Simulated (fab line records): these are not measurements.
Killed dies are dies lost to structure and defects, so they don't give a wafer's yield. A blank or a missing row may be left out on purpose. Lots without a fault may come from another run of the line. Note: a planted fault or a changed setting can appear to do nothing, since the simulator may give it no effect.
Lot-split experiment	flow n5 finfet	route with 1938 steps; 7 lots, 21 wafers read

THE SPLIT
At N5_HKMG_FIN_ETCH_55 (etches SOC in N2/H2, target depth 240 nm, time 300 s), the setting time s was moved away from the recipe's 300 s on 6 of the 21 wafers read, by -17.7% to +20.1%. The other wafers ran this setting at the recipe's value.

The split's own step is where the reading is taken.

THE READING
etch.depth nm (the simulator's own value, which no gauge read), in nm, at N5_HKMG_FIN_ETCH_55 (etches SOC in N2/H2, target depth 240 nm, time 300 s). The file gives no usual value for it. The 15 wafers here that ran the recipe average 239.2 nm, standard deviation 3.8 nm.

wafer	tool, chamber at the split	time s as run, s	against the recipe	etch.depth nm, nm	against lot-mates on the recipe
L076.1	rie diel-05, 1	360.2	+20.1%	282	+46.7
L076.5	rie diel-05, 2	300	recipe	233.2	-
L076.6	rie diel-05, 0	300	recipe	237.5	-
L080.1	rie diel-06, 2	300	recipe	243.2	-
L080.2	rie diel-06, 0	300	recipe	239	-
L080.6	rie diel-06, 0	300	recipe	237.9	-
L086.3	rie diel-05, 2	300	recipe	231.4	-
L086.4	rie diel-05, 1	300	recipe	236.9	-
L086.5	rie diel-05, 3	300	recipe	244.9	-
L091.1	rie diel-03, 0	300	recipe	236.4	-
L091.3	rie diel-03, 2	300	recipe	236.8	-
L091.5	rie diel-03, 1	246.9	-17.7%	196.6	-40.0
L093.1	rie diel-06, 3	300	recipe	242.9	-
L093.4	rie diel-06, 2	300	recipe	241.6	-
L093.5	rie diel-06, 1	300	recipe	243.5	-
L096.1	rie diel-03, 0	249.3	-16.9%	198.2	no lot-mate on the recipe
L096.5	rie diel-03, 2	249.3	-16.9%	198.7	no lot-mate on the recipe
L096.6	rie diel-03, 3	249.3	-16.9%	198.4	no lot-mate on the recipe
L097.2	rie diel-06, 2	300	recipe	240.9	-
L097.5	rie diel-06, 2	272	-9.3%	218.8	-22.6
L097.6	rie diel-06, 1	300	recipe	241.8	-

FIT RESULTS
A straight line over all 21 wafers: etch.depth nm changes by +2.32 nm for each +1% of time s; r = +0.99; the points scatter about the line by 3.5 nm.
The same after taking each lot's own level away (the mean of its wafers on the recipe; 18 wafers): +2.31 nm for each +1%; r = +0.99; scatter 2.8 nm.
The reading moves by 46 nm for the largest change in time s, on that fit.
Measured against the standard deviation above, the lots' own levels, which go from 235.35 to 242.67 nm, span 1.9 times it.
The two slopes agree, so the slope changes little with the lot-to-lot level.
Check: for one of the wafers moved furthest among these (+20.1%), held out of the fit, the line's prediction against its lot-mates is +45.9 nm. Against them it came out at +46.7 nm.

OTHER SPLITS ON THESE WAFERS
Note: prior to the reading, these wafers also went through further splits. Each is held against what the fit with the lots' levels taken away leaves over:
other split on the same wafers	wafers away from the commonest value	r with etch.depth nm (lot level and that fit taken away)
N5_ZERO_LAYER_ETCH_18 icp w	9	+0.10
N5_WELL_APT_EXPOSE_05 dose mj	5	+0.13
N5_FIN_SAQP_ETCH_65 time s	5	+0.28
N5_DUMMY_GATE_DESCUM_20 time s	7	+0.22
N5_DUMMY_GATE_ETCH_31 target depth a	7	-0.18
N5_SD_EPI_P_PEB_07 peb time s	8	+0.24
N5_SDB_EXPOSE_08 dose mj	8	-0.13
N5_SDB_ETCH_17 bias w	7	+0.19
N5_HKMG_FIN_EXPOSE_46 dose mj	8	+0.20

THE WHOLE CHAIN: every reading that the file lists as answering this split, in the file's order
step	what it does	reading	change (the file's fit)	r (the file's)
N5_HKMG_FIN_ETCH_55	etches SOC in N2/H2, target depth 240 nm, time 300 s	HKMG_FIN.feature depth nm (the simulator's own value, which no gauge read)	+2.31 nm for each +1% of the setting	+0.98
N5_HKMG_FIN_ETCH_55	etches SOC in N2/H2, target depth 240 nm, time 300 s	etch.depth nm (the simulator's own value, which no gauge read)	+2.31 nm for each +1% of the setting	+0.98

FILE'S OWN FIT
etch.depth nm changes by +2.31 nm for each +1% of time s, r = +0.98.
